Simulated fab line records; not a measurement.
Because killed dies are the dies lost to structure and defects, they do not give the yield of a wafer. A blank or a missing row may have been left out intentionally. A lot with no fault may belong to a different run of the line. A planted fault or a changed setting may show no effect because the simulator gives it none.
Which tool is to blame? -- flow nandHarc -- 23 lots, 69 wafers sampled, at 6 steps of a route of 1159

== WHAT EACH GAUGE READ, for each wafer ==
The record holds no reading of a measuring or inspecting step that can be judged against a usual standard deviation.

== WHAT TOOL EACH LOT RAN ON (gives the tool, then ch and the chambers of the sampled wafers, and finally the start) ==
lot,NHARC_A_WL_FILL_RTA_01,NHARC_A_WL_FILL_ALD_02,NHARC_A_CONTACT_ETCH_78,NHARC_A_CONTACT_STRIP_82,NHARC_A_CONTACT_DEP_84,NHARC_A_CONTACT_ETCH_139
L074,"rtpAnneal-01 ch 0, day 14 19:06","aldMetal-04 ch 0,2,3, day 14 19:22","rieDiel-13 ch 1,3, day 17 02:05 or earlier","rieDiel-05 ch 0,1,2, day 17 02:05 or earlier","aclDep-02 ch 0, day 17 02:05","harCapEtch-01 ch 0,1, day 17 06:13"
L076,"rtpAnneal-01 ch 0, day 15 03:47","aldMetal-02 ch 0,3, day 15 04:01","rieDiel-07 ch 0,1, day 17 01:25 or earlier","rieDiel-07 ch 0,3, day 17 01:25 or earlier","aclDep-03 ch 0, day 17 01:25","harCapEtch-02 ch 0,1, day 17 05:44"
L079,"rtpAnneal-02 ch 0, day 15 12:01","aldMetal-04 ch 0,3, day 15 12:11","rieDiel-07 ch 0,2, day 17 13:20 or earlier","rieDiel-05 ch 1,2, day 17 13:20 or earlier","aclDep-03 ch 0, day 17 13:20","harCapEtch-03 ch 0,1, day 17 16:58"
L075,"rtpAnneal-01 ch 0, day 15 12:07","aldMetal-02 ch 1,2,3, day 15 12:24","rieDiel-05 ch 0,3, day 17 11:52 or earlier","rieDiel-07 ch 0,1,3, day 17 11:52 or earlier","aclDep-03 ch 0, day 17 11:52","harCapEtch-02 ch 1, day 17 16:19"
L077,"rtpAnneal-02 ch 0, day 15 12:13","aldMetal-03 ch 1,2,3, day 15 12:22","rieDiel-05 ch 0,1,3, day 18 05:10 or earlier","rieDiel-05 ch 0,3, day 18 05:10 or earlier","aclDep-02 ch 0, day 18 05:10","harCapEtch-03 ch 0,1, day 18 08:34"
L078,"rtpAnneal-01 ch 0, day 15 12:19","aldMetal-04 ch 2,3, day 15 12:30","rieDiel-05 ch 0,1,2, day 18 11:49 or earlier","rieDiel-05 ch 1,2,3, day 18 11:49 or earlier","aclDep-02 ch 0, day 18 11:49","harCapEtch-02 ch 0,1, day 18 15:37"
L080,"rtpAnneal-02 ch 0, day 15 20:16","aldMetal-02 ch 0,1,3, day 15 20:29","rieDiel-07 ch 1,3, day 17 21:35 or earlier","rieDiel-07 ch 0,2, day 17 21:35 or earlier","aclDep-01 ch 0, day 17 21:35","harCapEtch-02 ch 0,1, day 18 01:31"
L081,"rtpAnneal-01 ch 0, day 15 20:28","aldMetal-03 ch 1,2,3, day 15 20:38","rieDiel-05 ch 0,1,3, day 18 10:48 or earlier","rieDiel-07 ch 1,2,3, day 18 10:48 or earlier","aclDep-01 ch 0, day 18 10:48","harCapEtch-01 ch 0,1, day 18 14:27"
L082,"rtpAnneal-01 ch 0, day 16 14:11","aldMetal-02 ch 0,2,3, day 16 14:25","rieDiel-07 ch 1,2, day 18 17:28 or earlier","rieDiel-05 ch 0,1, day 18 17:28 or earlier","aclDep-02 ch 0, day 18 17:28","harCapEtch-02 ch 0,1, day 18 21:09"
L083,"rtpAnneal-01 ch 0, day 17 04:17","aldMetal-02 ch 0,3, day 17 04:32","rieDiel-07 ch 0,1, day 19 08:13 or earlier","rieDiel-13 ch 0,1,3, day 19 08:13 or earlier","aclDep-01 ch 0, day 19 08:13","harCapEtch-01 ch 0,1, day 19 12:06"
L084,"rtpAnneal-02 ch 0, day 18 00:53","aldMetal-03 ch 0,1,2, day 18 01:04","rieDiel-05 ch 0,1,3, day 20 00:58 or earlier","rieDiel-07 ch 2,3, day 20 00:58 or earlier","aclDep-02 ch 0, day 20 00:58","harCapEtch-02 ch 0, day 20 04:45"
L085,"rtpAnneal-01 ch 0, day 18 04:12","aldMetal-03 ch 0,1,3, day 18 04:25","rieDiel-05 ch 0,1,3, day 20 06:31 or earlier","rieDiel-07 ch 0,1,3, day 20 06:31 or earlier","aclDep-03 ch 0, day 20 06:31","harCapEtch-03 ch 0,1, day 20 11:20"
L088,"rtpAnneal-01 ch 0, day 18 04:32","aldMetal-02 ch 1,2, day 18 04:45","rieDiel-05 ch 0,2,3, day 20 08:47 or earlier","rieDiel-07 ch 0,2,3, day 20 08:47 or earlier","aclDep-01 ch 0, day 20 08:47","harCapEtch-01 ch 0,1, day 20 12:59"
L090,"rtpAnneal-02 ch 0, day 18 13:50","aldMetal-04 ch 1,2, day 18 14:05","rieDiel-05 ch 0,1,3, day 20 14:49 or earlier","rieDiel-07 ch 1,2, day 20 14:49 or earlier","aclDep-01 ch 0, day 20 14:49","harCapEtch-01 ch 0,1, day 20 18:46"
L087,"rtpAnneal-01 ch 0, day 18 13:51","aldMetal-02 ch 0,2, day 18 14:05","rieDiel-13 ch 2,3, day 20 13:34 or earlier","rieDiel-05 ch 0,1,3, day 20 13:34 or earlier","aclDep-01 ch 0, day 20 13:34","harCapEtch-02 ch 0,1, day 20 17:49"
L089,"rtpAnneal-02 ch 0, day 18 15:27","aldMetal-03 ch 1,2,3, day 18 15:45","rieDiel-05 ch 0,1,2, day 20 12:14 or earlier","rieDiel-13 ch 2,3, day 20 12:14 or earlier","aclDep-02 ch 0, day 20 12:14","harCapEtch-01 ch 0,1, day 20 15:58"
L091,"rtpAnneal-02 ch 0, day 18 19:11","aldMetal-02 ch 0,1,3, day 18 19:24","rieDiel-07 ch 0,1,3, day 20 21:43 or earlier","rieDiel-07 ch 1,2,3, day 20 21:43 or earlier","aclDep-02 ch 0, day 20 21:43","harCapEtch-02 ch 0,1, day 21 01:31"
L092,"rtpAnneal-02 ch 0, day 18 19:23","aldMetal-03 ch 0,3, day 18 19:37","rieDiel-05 ch 0,1,2, day 20 17:03 or earlier","rieDiel-07 ch 2,3, day 20 17:03 or earlier","aclDep-01 ch 0, day 20 17:03","harCapEtch-03 ch 0,1, day 20 20:55"
L093,"rtpAnneal-02 ch 0, day 18 19:35","aldMetal-04 ch 0,1,3, day 18 19:44","rieDiel-13 ch 0,1, day 20 20:02 or earlier","rieDiel-07 ch 0,1,2, day 20 20:02 or earlier","aclDep-01 ch 0, day 20 20:02","harCapEtch-01 ch 0,1, day 20 23:53"
L096,"rtpAnneal-01 ch 0, day 19 18:37","aldMetal-04 ch 0,1,3, day 19 18:50","rieDiel-13 ch 0,1,2, day 22 01:23 or earlier","rieDiel-05 ch 0,1,2, day 22 01:23 or earlier","aclDep-02 ch 0, day 22 01:23","harCapEtch-02 ch 0,1, day 22 05:15"
L095,"rtpAnneal-02 ch 0, day 19 18:39","aldMetal-02 ch 2,3, day 19 18:50","rieDiel-05 ch 1,3, day 21 20:01 or earlier","rieDiel-07 ch 0,1,2, day 21 20:01 or earlier","aclDep-02 ch 0, day 21 20:01","harCapEtch-03 ch 0, day 21 23:44"
L094,"rtpAnneal-02 ch 0, day 20 06:46","aldMetal-03 ch 0,3, day 20 06:58","rieDiel-05 ch 0,2,3, day 22 06:06 or earlier","rieDiel-05 ch 1,2,3, day 22 06:06 or earlier","aclDep-03 ch 0, day 22 06:06","harCapEtch-01 ch 0,1, day 22 09:53"
L097,"rtpAnneal-01 ch 0, day 20 06:47","aldMetal-02 ch 1,2, day 20 06:58","rieDiel-13 ch 2,3, day 22 10:02 or earlier","rieDiel-13 ch 0,2,3, day 22 10:02 or earlier","aclDep-01 ch 0, day 22 10:02","harCapEtch-02 ch 0,1, day 22 14:00"
- NHARC_A_WL_FILL_RTA_01: time 5 s.
- NHARC_A_WL_FILL_ALD_02: deposits TiN, target thk 2 nm, pulse time 3 s, ald cycles 100.
- NHARC_A_CONTACT_ETCH_78: etches the open film in O2/COS, target depth 2800 nm, time 728 s.
- NHARC_A_CONTACT_STRIP_82: strips in O2.
- NHARC_A_CONTACT_DEP_84: deposits aC, target thk 2000 nm.
- NHARC_A_CONTACT_ETCH_139: etches the open film in C4F8/O2/Ar, time 137 s, target depth 590 nm.

== AS READ BY THE TOOLS THEMSELVES (means over the sampled wafers that have a number; for cases with no such wafer, the mark the record gives instead) ==
NHARC_A_WL_FILL_RTA_01. Usual: annealTempCMax 1004.5, standard deviation 0.98; lampPowerPct 28.3 %, standard deviation 2.8; lamp_zone_2_pct 28.3 %, standard deviation 2.8; lamp_zone_3_pct 28.3 %, standard deviation 2.8; wafer_temp_C_max 1005.0, standard deviation 0.99.
lot,tool,annealTempCMax,lampPowerPct (%),lamp_zone_2_pct (%),lamp_zone_3_pct (%),wafer_temp_C_max,flag
L074,rtpAnneal-01,1004.0,30.9,30.9,30.9,1005.0,
L076,rtpAnneal-01,1004.3,30.9,30.9,30.9,1005.3,
L079,rtpAnneal-02,1005.5,25.3,25.3,25.3,1005.5,
L075,rtpAnneal-01,1004.7,30.8,30.9,30.9,1005.6,
L077,rtpAnneal-02,1004.6,25.3,25.3,25.3,1004.5,
L078,rtpAnneal-01,1004.8,30.9,30.8,30.9,1006.4,
L080,rtpAnneal-02,1005.6,25.3,25.3,25.3,1004.1,
L081,rtpAnneal-01,1003.4,30.9,30.9,30.9,1005.1,
L082,rtpAnneal-01,1004.4,30.9,30.9,30.8,1006.3,
L083,rtpAnneal-01,1005.2,30.9,30.9,30.9,1004.6,
L084,rtpAnneal-02,1005.3,25.3,25.3,25.3,1004.9,
L085,rtpAnneal-01,1004.3,30.9,30.9,30.9,1005.2,
L088,rtpAnneal-01,1004.5,30.9,30.9,30.8,1004.8,
L090,rtpAnneal-02,1004.7,25.3,25.3,25.3,1004.5,
L087,rtpAnneal-01,1003.4,30.9,30.9,30.9,1005.1,
L089,rtpAnneal-02,1004.3,25.3,25.3,25.3,1005.5,
L091,rtpAnneal-02,1003.9,25.3,25.3,25.3,1004.5,
L092,rtpAnneal-02,1004.0,25.3,25.3,25.3,1003.9,
L093,rtpAnneal-02,1004.8,25.3,25.3,25.3,1005.2,
L096,rtpAnneal-01,1003.7,30.9,30.9,30.9,1005.5,
L095,rtpAnneal-02,1004.4,25.3,25.3,25.3,1003.8,
L094,rtpAnneal-02,1006.2,25.2,25.3,25.3,1005.6,
L097,rtpAnneal-01,1003.2,30.9,30.9,30.8,1005.1,

NHARC_A_WL_FILL_ALD_02. Usual: heaterPowerW 1026 W, standard deviation 92; precursorPulseHeightRel 1.000, standard deviation 0.019.
lot,tool,heaterPowerW (W),precursorPulseHeightRel,flag
L074,aldMetal-04,1073,1.003,
L076,aldMetal-02,1002,1.000,
L079,aldMetal-04,1046,0.992,
L075,aldMetal-02,997,1.003,
L077,aldMetal-03,1028,1.002,
L078,aldMetal-04,1014,1.003,
L080,aldMetal-02,978,1.010,
L081,aldMetal-03,1026,1.009,
L082,aldMetal-02,1020,0.984,
L083,aldMetal-02,1007,1.008,
L084,aldMetal-03,1021,1.004,
L085,aldMetal-03,1040,0.995,
L088,aldMetal-02,1070,1.016,
L090,aldMetal-04,1053,1.016,
L087,aldMetal-02,1093,0.997,
L089,aldMetal-03,1022,0.982,
L091,aldMetal-02,1004,1.013,
L092,aldMetal-03,992,1.005,
L093,aldMetal-04,966,0.975,
L096,aldMetal-04,964,1.026,
L095,aldMetal-02,950,0.987,
L094,aldMetal-03,994,0.990,
L097,aldMetal-02,1073,0.988,

NHARC_A_CONTACT_ETCH_78. Usual: value, then standard deviation, for each; chamberPressureMTorr 20.002 mTorr / 0.019; drypumpMotorCurrentA 5.7 A / 0.41; oesProductAu 1.003 a.u. / 0.013; rfFwdPowerW 499.5 W / 1.7; rfVppV 314.3 V / 1.5; showerheadPlenumPTorr 3.14 Torr / 0.092; throttleValvePct 28.330 % / 0.0092.
lot,tool,chamberPressureMTorr (mTorr),drypumpMotorCurrentA (A),oesProductAu (a.u.),rfFwdPowerW (W),rfVppV (V),showerheadPlenumPTorr (Torr),throttleValvePct (%),flag
L074,rieDiel-13,19.995,5.6,1.003,498.0,316.3,3.26,28.329,
L076,rieDiel-07,19.992,6.1,0.998,498.9,313.3,3.10,28.328,
L079,rieDiel-07,20.005,6.0,1.014,499.6,313.5,3.09,28.326,
L075,rieDiel-05,20.029,5.4,1.003,500.2,313.6,3.12,28.327,
L077,rieDiel-05,20.004,5.3,1.001,500.7,313.9,3.15,28.327,
L078,rieDiel-05,19.993,5.7,1.008,500.5,313.0,3.11,28.333,
L080,rieDiel-07,20.002,5.9,0.998,501.1,314.7,3.14,28.336,
L081,rieDiel-05,20.011,5.3,0.999,500.9,315.1,3.15,28.334,
L082,rieDiel-07,19.981,6.0,0.999,501.3,313.4,3.11,28.321,
L083,rieDiel-07,20.002,6.2,0.992,500.6,313.6,3.08,28.334,
L084,rieDiel-05,20.004,5.3,0.989,498.1,314.9,3.15,28.326,
L085,rieDiel-05,20.007,5.3,0.996,499.6,314.9,3.15,28.325,
L088,rieDiel-05,19.998,5.7,1.010,499.6,313.5,3.07,28.342,
L090,rieDiel-05,20.014,5.3,0.998,499.1,314.8,3.14,28.332,
L087,rieDiel-13,20.020,5.9,1.021,497.4,316.4,3.25,28.334,
L089,rieDiel-05,20.001,5.6,1.005,499.9,314.9,3.10,28.330,
L091,rieDiel-07,19.986,6.0,0.995,499.7,313.3,3.10,28.323,
L092,rieDiel-05,20.012,5.7,1.005,499.8,313.6,3.10,28.333,
L093,rieDiel-13,20.000,5.6,0.995,499.6,316.6,3.26,28.329,
L096,rieDiel-13,19.986,5.7,1.003,498.8,315.5,3.26,28.332,
L095,rieDiel-05,19.984,5.3,0.988,497.9,314.4,3.15,28.329,
L094,rieDiel-05,19.988,5.7,1.010,498.3,313.5,3.07,28.328,
L097,rieDiel-13,19.993,5.7,1.016,498.1,315.4,3.24,28.327,

NHARC_A_CONTACT_STRIP_82. Usual: chamberPressureMTorr 60.00 mTorr, standard deviation 0.056; drypumpMotorCurrentA 5.8 A, standard deviation 0.38; oesProductAu 1.004 a.u., standard deviation 0.015; rfVppV 57.8 V, standard deviation 0.81; showerheadPlenumPTorr 3.53 Torr, standard deviation 0.09; throttleValvePct 17.036 %, standard deviation 0.009.
lot,tool,chamberPressureMTorr (mTorr),drypumpMotorCurrentA (A),oesProductAu (a.u.),rfVppV (V),showerheadPlenumPTorr (Torr),throttleValvePct (%),flag
L074,rieDiel-05,59.98,5.7,1.005,58.0,3.52,17.040,
L076,rieDiel-07,60.01,6.0,0.997,57.0,3.54,17.037,
L079,rieDiel-05,60.03,6.0,1.008,57.3,3.44,17.047,
L075,rieDiel-07,60.00,6.1,0.995,57.5,3.52,17.031,
L077,rieDiel-05,60.01,5.4,1.000,58.6,3.52,17.037,
L078,rieDiel-05,60.00,5.7,0.996,58.0,3.48,17.028,
L080,rieDiel-07,59.97,6.1,1.017,57.8,3.50,17.035,
L081,rieDiel-07,59.96,5.9,1.009,58.2,3.54,17.029,
L082,rieDiel-05,59.98,5.3,1.010,57.8,3.59,17.034,
L083,rieDiel-13,59.99,5.6,0.979,58.1,3.70,17.034,
L084,rieDiel-07,59.95,5.9,1.021,58.2,3.53,17.041,
L085,rieDiel-07,60.00,6.0,1.005,57.3,3.51,17.047,
L088,rieDiel-07,60.04,6.0,1.014,58.1,3.51,17.043,
L090,rieDiel-07,60.03,5.9,1.009,57.5,3.50,17.030,
L087,rieDiel-05,59.97,5.3,1.000,58.3,3.55,17.031,
L089,rieDiel-13,59.98,5.7,1.018,57.5,3.67,17.047,
L091,rieDiel-07,59.97,5.9,1.006,58.4,3.52,17.039,
L092,rieDiel-07,59.93,5.9,1.018,58.2,3.52,17.032,
L093,rieDiel-07,59.99,6.1,1.004,57.5,3.49,17.025,
L096,rieDiel-05,59.93,5.7,1.011,58.0,3.50,17.031,
L095,rieDiel-07,59.98,6.1,0.990,56.9,3.48,17.039,
L094,rieDiel-05,60.01,5.7,1.004,58.5,3.47,17.030,
L097,rieDiel-13,60.00,5.7,1.008,57.9,3.68,17.040,

NHARC_A_CONTACT_DEP_84. Usual: throttleValvePct reads 34.998 % (standard deviation 0.0088).
lot,tool,throttleValvePct (%),flag
L074,aclDep-02,35.001,
L076,aclDep-03,34.999,
L079,aclDep-03,35.004,
L075,aclDep-03,34.999,
L077,aclDep-02,35.003,
L078,aclDep-02,34.986,
L080,aclDep-01,34.997,
L081,aclDep-01,34.997,
L082,aclDep-02,34.998,
L083,aclDep-01,34.992,
L084,aclDep-02,34.997,
L085,aclDep-03,34.987,
L088,aclDep-01,35.004,
L090,aclDep-01,34.991,
L087,aclDep-01,34.997,
L089,aclDep-02,34.994,
L091,aclDep-02,34.998,
L092,aclDep-01,34.995,
L093,aclDep-01,34.990,
L096,aclDep-02,35.001,
L095,aclDep-02,35.006,
L094,aclDep-03,34.994,
L097,aclDep-01,35.006,

NHARC_A_CONTACT_ETCH_139. Usual: chamberPressureMTorr reads 20.000 mTorr (standard deviation 0.018).
lot,tool,chamberPressureMTorr (mTorr),flag
L074,harCapEtch-01,20.002,
L076,harCapEtch-02,19.994,
L079,harCapEtch-03,20.015,
L075,harCapEtch-02,19.991,
L077,harCapEtch-03,20.000,
L078,harCapEtch-02,19.991,
L080,harCapEtch-02,20.011,
L081,harCapEtch-01,20.020,
L082,harCapEtch-02,19.994,
L083,harCapEtch-01,19.994,
L084,harCapEtch-02,20.002,
L085,harCapEtch-03,19.994,
L088,harCapEtch-01,19.994,
L090,harCapEtch-01,19.990,
L087,harCapEtch-02,19.998,
L089,harCapEtch-01,20.004,
L091,harCapEtch-02,20.007,
L092,harCapEtch-03,19.998,
L093,harCapEtch-01,20.015,
L096,harCapEtch-02,19.992,
L095,harCapEtch-03,20.008,
L094,harCapEtch-01,19.987,
L097,harCapEtch-02,19.984,

== THE ANSWER, worked out from the rows above alone ==
Rule: take the mean of a lot's wafers that have a number; if it is more than 3 standard deviations from the usual mean, the lot is off. Also off: a lot with no number at a reading for which 4 or more lots have one. The other lots that the step has rows for count as sound. After the gauges, taken in route order, come the tools' own readings; for these a lot's mean is taken, as printed above. The first step at which some lot is off is used, and at that step the reading that is off furthest; a lot without a number counts as furthest.
No lot is off on any of the readings shown, so nothing can be concluded from this.

== WHAT THE SIMULATOR PUT IN ==
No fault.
